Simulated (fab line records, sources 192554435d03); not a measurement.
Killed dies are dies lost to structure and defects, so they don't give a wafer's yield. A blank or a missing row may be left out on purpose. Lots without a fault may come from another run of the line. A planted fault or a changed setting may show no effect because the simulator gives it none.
A struck lot beside a sound one | flow n5_finfet | 16 steps out of a route of 1938
Sound: wafers L858.1, L858.2, L858.5. Struck: wafers L871.1, L871.6. (L871.5 of the same lot was not struck and is left out.) The cause comes at the end.
At each step with rows: each side's tool, then ch and its chambers, then its first start. Under that, the readings that differ: sound wafers | struck wafers | difference of the means | sigmas: that difference in standard deviations of wafers without a fault.
alike: readings whose means differ by less than 2 such deviations, and words and numbers that are the same on both sides. not compared: withheld readings, readings that some wafer has no value for, bounds like >300 that may hide the same value, and numbers for which the record gives no deviation and whose values overlap.
The two part at a step that has a row with sigmas, a row that says differs or no value, or rows on one side only. Numbers that don't overlap but have no deviation are shown without sigmas and don't part them. A reading that every wafer of one side lacks parts them only if that side has two wafers or more.

N5_BEOL_M2_DESCUM_16: chemistry O2, time 7 s.
  sound on rie_diel-03 ch 1,2, day 7 20:50; struck on rie_diel-04 ch 0,1, day 11 02:56
  reading                     | sound       | struck  | difference | sigmas
  drypump_motor_current_A (A) | 5.3 5.4 5.3 | 6.7 6.3 | +1.2       | +2
  alike: oes_product_au, rf_vpp_V, showerhead_plenum_p_Torr, throttle_valve_pct
  not compared: rf_hours_counter_h
N5_BEOL_M2_ETCH_74: etches underlayer in N2/H2, target depth 6.5 nm, time 5.2 s.
  sound on rie_diel-03 ch 1,2, day 7 20:52; struck on rie_diel-04 ch 0,1, day 11 02:59
  reading                     | sound       | struck  | difference | sigmas
  drypump_motor_current_A (A) | 5.3 5.4 5.3 | 6.7 6.3 | +1.2       | +2
  alike: bias_w, etch_rf_on_time_s, oes_product_au, rf_vpp_V, showerhead_plenum_p_Torr, throttle_valve_pct
  not compared: rf_hours_counter_h
N5_BEOL_M2_ETCH_63: etches SiARC in CF4, target depth 15.6 nm, time 26 s.
  sound on rie_diel-03 ch 1,2, day 7 20:53; struck on rie_diel-04 ch 0,1, day 11 03:00
  reading                     | sound       | struck  | difference | sigmas
  drypump_motor_current_A (A) | 5.3 5.4 5.3 | 6.7 6.3 | +1.2       | +2
  alike: bias_w, etch_rf_on_time_s, oes_product_au, rf_vpp_V, showerhead_plenum_p_Torr, throttle_valve_pct
  not compared: rf_hours_counter_h
N5_BEOL_M2_ETCH_64: etches SOC in N2/H2, target depth 75 nm, overetch 22.5 nm, time 121.9 s.
  sound on rie_diel-03 ch 1,2, day 7 20:55; struck on rie_diel-04 ch 0,1, day 11 03:01
  reading                     | sound       | struck  | difference | sigmas
  drypump_motor_current_A (A) | 5.3 5.4 5.3 | 6.7 6.3 | +1.2       | +2
  alike: bias_w, oes_product_au, rf_vpp_V, showerhead_plenum_p_Torr, throttle_valve_pct
  not compared: rf_hours_counter_h
then, 4 steps without rows for these wafers: N5_BEOL_M2_STRIP_65 (strips in N2/H2); N5_BEOL_M2_STRIP_75 (strips in N2/H2); N5_BEOL_M2_STRIP_66 (strips in CF4); N5_BEOL_M2_HM_OPEN_17 (chemistry Cl2/BCl3, target TiN, target depth 20 nm, overetch 6 nm).
N5_BEOL_M2_STRIP_19: strips in O2.
  sound on rie_diel-04 ch 0,1,2, day 7 21:14; struck on rie_diel-03 ch 0,3, day 11 03:26
  alike: drypump_motor_current_A, oes_product_au, rf_vpp_V, showerhead_plenum_p_Torr, throttle_valve_pct
  not compared: rf_hours_counter_h
N5_BEOL_M2_CD_MEAS_18: pitch 36 nm, target cd 18 nm.
  sound on cd_sem-02, day 7 21:19; struck on cd_sem-03, day 11 03:31
  alike: cd_nm
then, 2 steps without rows for these wafers: N5_BEOL_M2_COAT_67 (time 60 s, resist thk 60 nm); N5_BEOL_M2_COAT_68 (time 60 s, resist thk 12 nm).
N5_BEOL_M2_COAT_76: time 60 s, resist thk 5 nm.
  sound on litho_track-02 ch 0, day 7 21:21; struck on litho_track-01 ch 0, day 11 03:33
  reading          | sound             | struck      | difference | sigmas
  run_length_s (s) | 66.52 66.48 66.36 | 75.71 75.41 | +9.11      | +46
then, 1 step without rows for these wafers: N5_BEOL_M2_COAT_22 (resist thk 30 nm).
N5_BEOL_M4_RC_MEAS_101:
  sound on prober-01 ch 0, day 9 14:10; struck on prober-01 ch 0, day 12 16:50
  alike: DIBL_N, DIBL_P, IOFF_N, IOFF_P, ION_N, ION_P, SS_N, SS_P, VT_N, VT_P
N5_PASSIVATION_PROBE_49:
  the record has rows for the sound wafers here (prober-01, day 14 01:12) and none for the struck ones

WHERE THEY PART
First at N5_BEOL_M2_DESCUM_16; last, within this record, at N5_PASSIVATION_PROBE_49.

WHY: what the simulator had put in
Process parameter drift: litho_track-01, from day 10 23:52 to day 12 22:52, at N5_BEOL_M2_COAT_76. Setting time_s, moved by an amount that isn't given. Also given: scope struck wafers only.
